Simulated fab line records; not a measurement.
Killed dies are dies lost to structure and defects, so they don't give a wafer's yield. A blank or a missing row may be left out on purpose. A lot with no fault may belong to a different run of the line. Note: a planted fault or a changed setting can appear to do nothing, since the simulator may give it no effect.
A struck lot beside a sound one :: flow n5-finfet :: 19 steps out of a route of 1938
Sound: the wafers L236.2, L236.3, L236.4. Struck: wafer L226.6. (L226.3 of the same lot was not struck and is left out.) The cause comes at the end.
Each step with rows lists, per side, the tool, then ch with its chambers, then its first start. Under that, the readings that differ: sound wafers :: struck wafers :: difference of the means :: sigmas: that difference in standard deviations of wafers without a fault.
alike: readings whose means differ by less than 2 such deviations, and words and numbers that are the same on both sides. not compared: withheld readings, readings that some wafer has no value for, bounds like >300 that may hide the same value, and numbers for which the record gives no deviation and whose values overlap.
A row with sigmas, a row that says differs or no value, or rows on one side alone: a step with any of these is where the two part. Numbers that have no deviation but don't overlap get no sigmas and don't part them. Lack of a reading on every wafer of one side parts them only where that side has two or more wafers.

N5_BEOL_M14_CMP_49: polishes, stops on SiO2, t overpolish 5.2 s, target thk 560 nm.
  sound on cmp-03 ch 0,1,3, day 16 15:56; struck on cmp-03 ch 1, day 13 16:30
  alike: barrier-field-endpoint-s, head-pressure-psi, motor-current-A, overpolish-run-s, time-to-endpoint-s
N5_BEOL_M14_THK_MEAS_50: measures by xrf.
  struck on film-metro-02, day 13 16:43; sound on film-metro-01, day 16 16:12
  alike: M14_THK
then, 1 step without rows for these wafers: N5_BEOL_M14_PRE_CLEAN_52 (time 15 s).
N5_BEOL_M14_DEP_53: deposits SiCN from 3MS/NH3, target thk 50 nm, time 17.8 s.
  sound on pecvd-04 ch 1,2, day 16 16:16; struck on pecvd-02 ch 1, day 13 16:47
  alike: rf-fwd-power-W, showerhead-plenum-p-Torr, throttle-valve-pct
N5_BEOL_M14_RS_MEAS_54: the measuring method here is four-point-probe.
  struck on film-metro-02, day 13 16:51; sound on film-metro-01, day 16 16:19
  alike: M14_RS
N5_BEOL_M14_INSPECT_55: inspects for defects (darkfield).
  struck on defect-inspect-02, day 13 16:52; sound on defect-inspect-01, day 16 16:21
  alike: raw-defect-count
N5_BEOL_M15_ILD_DEP_00: deposits SiO2 from TEOS/O2, target thk 1629.3 nm, time 346.1 s.
  sound on pecvd-02 ch 1,2, day 16 16:23; struck on pecvd-02 ch 1, day 13 16:55
  alike: heater-power-w, rf-fwd-power-W, showerhead-plenum-p-Torr, throttle-valve-pct
N5_BEOL_M15_THK_MEAS_01:
  struck on film-metro-02, day 13 17:10; sound on film-metro-01, day 16 16:38
  alike: M15_ILD_THK
then, 4 steps without rows for these wafers: N5_BEOL_M15_COAT_58 (time 60 s, resist thk 89 nm); N5_BEOL_M15_COAT_04 (resist thk 800 nm); N5_BEOL_M15_EBR_06; N5_BEOL_M15_SOFTBAKE_05 (time 60 s).
N5_BEOL_M15_EXPOSE_07: exposes mask V14.
  sound on krf-scanner-01 ch 0, day 16 16:54; struck on krf-scanner-02 ch 0, day 13 17:29
  alike: mask
then, 3 steps without rows for these wafers: N5_BEOL_M15_PEB_08 (peb time 90 s); N5_BEOL_M15_DEVELOP_09 (develop time 45 s); N5_BEOL_M15_HARDBAKE_14 (time 120 s).
N5_BEOL_M15_CD_MEAS_10: the cd target is 360 nm.
  sound on cd-sem-01 ch 0, day 16 17:04; struck on cd-sem-03 ch 0, day 13 17:39
reading: cd-nm (nm)
sound: 360.4 360.5 362.8
struck: 369.7
difference: +8.5
sigmas: +4
N5_BEOL_M15_OVL_MEAS_11:
  sound on overlay-01 ch 0, day 16 17:06; struck on overlay-01 ch 0, day 13 17:41
  alike: V14_OVL
next, for these wafers, 1 step has no rows: N5_PASSIVATION_PROBE_49.

## WHERE THEY PART
Within this record, at N5_BEOL_M15_CD_MEAS_10 only. Later steps at which nothing parts them and some readings are alike: N5_BEOL_M15_OVL_MEAS_11.

WHY: what the simulator had put in
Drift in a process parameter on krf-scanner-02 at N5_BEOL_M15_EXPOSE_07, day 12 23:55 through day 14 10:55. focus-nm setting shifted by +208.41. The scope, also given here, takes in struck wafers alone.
